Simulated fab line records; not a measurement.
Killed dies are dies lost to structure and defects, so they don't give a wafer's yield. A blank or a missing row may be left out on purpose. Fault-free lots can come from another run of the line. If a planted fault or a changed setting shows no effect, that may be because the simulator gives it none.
Chamber matching / flow nand harc / 4 sister chambers for NHARC_A_WL_FILL_ETCHBACK_26 on rie si-01
The step etches the open film in HBr, target depth 52 nm, time 13.3 s. 16 wafers are shown with their chamber, then 8 later ones without.

WAFERS PAIRED WITH THEIR CHAMBERS
wafer=L076.1; chamber=2; drypump motor current A (A)=4.8; rf fwd power W (W)=340.4; oes product au (a.u.)=1.008
wafer=L076.2; chamber=1; drypump motor current A (A)=5.1; rf fwd power W (W)=341.5; oes product au (a.u.)=1.001
wafer=L076.5; chamber=2; drypump motor current A (A)=4.8; rf fwd power W (W)=340.9; oes product au (a.u.)=1.008
wafer=L078.1; chamber=2; drypump motor current A (A)=4.8; rf fwd power W (W)=341.5; oes product au (a.u.)=0.995
wafer=L078.2; chamber=1; drypump motor current A (A)=5.1; rf fwd power W (W)=342.0; oes product au (a.u.)=1.001
wafer=L078.4; chamber=0; drypump motor current A (A)=5.7; rf fwd power W (W)=344.5; oes product au (a.u.)=1.019
wafer=L079.2; chamber=0; drypump motor current A (A)=5.6; rf fwd power W (W)=344.0; oes product au (a.u.)=0.995
wafer=L079.5; chamber=2; drypump motor current A (A)=4.8; rf fwd power W (W)=339.8; oes product au (a.u.)=0.992
wafer=L079.6; chamber=1; drypump motor current A (A)=5.1; rf fwd power W (W)=342.2; oes product au (a.u.)=0.980
wafer=L083.1; chamber=2; drypump motor current A (A)=4.8; rf fwd power W (W)=341.6; oes product au (a.u.)=0.984
wafer=L083.3; chamber=3; drypump motor current A (A)=5.9; rf fwd power W (W)=341.7; oes product au (a.u.)=1.010
wafer=L083.4; chamber=1; drypump motor current A (A)=5.1; rf fwd power W (W)=343.9; oes product au (a.u.)=0.984
wafer=L085.3; chamber=1; drypump motor current A (A)=5.1; rf fwd power W (W)=344.3; oes product au (a.u.)=0.988
wafer=L085.4; chamber=0; drypump motor current A (A)=5.6; rf fwd power W (W)=342.3; oes product au (a.u.)=0.990
wafer=L085.5; chamber=1; drypump motor current A (A)=5.1; rf fwd power W (W)=344.8; oes product au (a.u.)=0.987
wafer=L089.2; chamber=3; drypump motor current A (A)=5.9; rf fwd power W (W)=342.4; oes product au (a.u.)=0.993

SIGNATURES (averages over the wafers above)
reading=drypump motor current A; chamber 0=5.633; chamber 1=5.100; chamber 2=4.800; chamber 3=5.900; scatter within a chamber=0.0236
reading=rf fwd power W; chamber 0=343.600; chamber 1=343.117; chamber 2=340.840; chamber 3=342.050; scatter within a chamber=1.11
reading=oes product au; chamber 0=1.00133; chamber 1=0.99017; chamber 2=0.99740; chamber 3=1.00150; scatter within a chamber=0.011
Rule: distance of a wafer from a chamber = root of the sum over the readings of ((wafer's reading minus chamber's mean) / reading's scatter) squared. The wafer belongs to the nearest chamber; if the next one is less than 2 further off, it can't be placed. The scatter: the root of (the sum of the squares of (reading less its chamber's mean) over the shown wafers, divided by (wafers less chambers)).

WAFERS WHOSE CHAMBER IS MISSING
wafer=L089.3; drypump motor current A (A)=5.6; rf fwd power W (W)=343.1; oes product au (a.u.)=0.985
wafer=L089.6; drypump motor current A (A)=5.1; rf fwd power W (W)=342.6; oes product au (a.u.)=0.993
wafer=L093.2; drypump motor current A (A)=4.8; rf fwd power W (W)=339.5; oes product au (a.u.)=0.989
wafer=L093.4; drypump motor current A (A)=5.1; rf fwd power W (W)=343.1; oes product au (a.u.)=1.000
wafer=L093.5; drypump motor current A (A)=4.8; rf fwd power W (W)=340.1; oes product au (a.u.)=0.993
wafer=L097.1; drypump motor current A (A)=5.1; rf fwd power W (W)=344.0; oes product au (a.u.)=0.985
wafer=L097.2; drypump motor current A (A)=4.8; rf fwd power W (W)=341.0; oes product au (a.u.)=0.988
wafer=L097.5; drypump motor current A (A)=6.0; rf fwd power W (W)=342.2; oes product au (a.u.)=0.999

WHICH CHAMBER EACH ONE RAN IN
wafer=L089.3; from the rows above=0; in truth=0
wafer=L089.6; from the rows above=1; in truth=1
wafer=L093.2; from the rows above=2; in truth=2
wafer=L093.4; from the rows above=1; in truth=1
wafer=L093.5; from the rows above=2; in truth=2
wafer=L097.1; from the rows above=1; in truth=1
wafer=L097.2; from the rows above=2; in truth=2
wafer=L097.5; from the rows above=3; in truth=3
Placed correctly: 8 of 8. From these rows, 0 cannot be placed. 0 placed wrongly.
